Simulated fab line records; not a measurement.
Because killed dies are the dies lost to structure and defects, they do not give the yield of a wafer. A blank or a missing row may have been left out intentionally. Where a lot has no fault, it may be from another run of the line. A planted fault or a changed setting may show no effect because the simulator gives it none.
Which tool did it? :: flow n5Finfet :: at 1 step of a route of 1938, 12 lots with 32 wafers sampled

## WHAT THE GAUGES SHOWED, per wafer
N5_BEOL_M7_CD_MEAS_35: the cd target is 40 nm. Usual: cdNm at 40.2 nm, with a standard deviation of 0.66.
lot: L259
measured: day 9 03:01
on: cdSem-03
cdNm (nm): 39.7 40.0 40.3
flag: 

lot: L261
measured: day 10 05:46
on: cdSem-02
cdNm (nm): 41.1 40.7 40.2
flag: 

lot: L262
measured: day 10 09:10
on: cdSem-01
cdNm (nm): 40.0 39.8 40.1
flag: 

lot: L263
measured: day 10 14:01
on: cdSem-03
cdNm (nm): 40.7 40.0 40.3
flag: 

lot: L266
measured: day 11 12:10
on: cdSem-01
cdNm (nm): 41.0 41.4
flag: 

lot: L270
measured: day 12 03:04
on: cdSem-01
cdNm (nm): 39.8 40.7 39.3
flag: 

lot: L272
measured: day 12 07:40
on: cdSem-02
cdNm (nm): 41.9 41.7 40.9
flag: 

lot: L275
measured: day 13 11:40
on: cdSem-02
cdNm (nm): 40.4 39.6 40.2
flag: 

lot: L277
measured: day 13 21:03
on: cdSem-03
cdNm (nm): 40.6 40.5 40.5
flag: 

lot: L276
measured: day 14 00:26
on: cdSem-02
cdNm (nm): 40.2 40.4
flag: 

lot: L279
measured: day 14 16:03
on: cdSem-01
cdNm (nm): 39.8 39.8
flag: 

lot: L280
measured: day 14 20:23
on: cdSem-02
cdNm (nm): 41.5 39.8
flag: 

## EACH LOT AND THE TOOL THAT RAN IT (in order: tool; ch and the chambers of the sampled wafers; start)
Before these readings, the record contains no process step.

## WHAT THE TOOLS THEMSELVES READ (means of the sampled wafers that have a number; where no wafer has one, the mark that the record gives instead)
The record holds no such reading with a usual standard deviation.

## THE ANSWER, worked out from the rows above alone
Rule: a lot is off if the mean of its wafers that have a number lies more than 3 standard deviations from the usual mean. Also off: a lot with no number at a reading for which 4 or more lots have one. All remaining lots with rows at the step are treated as sound. The gauges are gone through in route order, then the tools' own readings, and for those a lot's mean is taken as printed above. The first step at which some lot is off is used, and at that step the reading that is off furthest; a lot without a number counts as furthest.
None of the lots is off at any reading shown; this tells nothing.

## WHAT THE SIMULATOR HAD PUT IN
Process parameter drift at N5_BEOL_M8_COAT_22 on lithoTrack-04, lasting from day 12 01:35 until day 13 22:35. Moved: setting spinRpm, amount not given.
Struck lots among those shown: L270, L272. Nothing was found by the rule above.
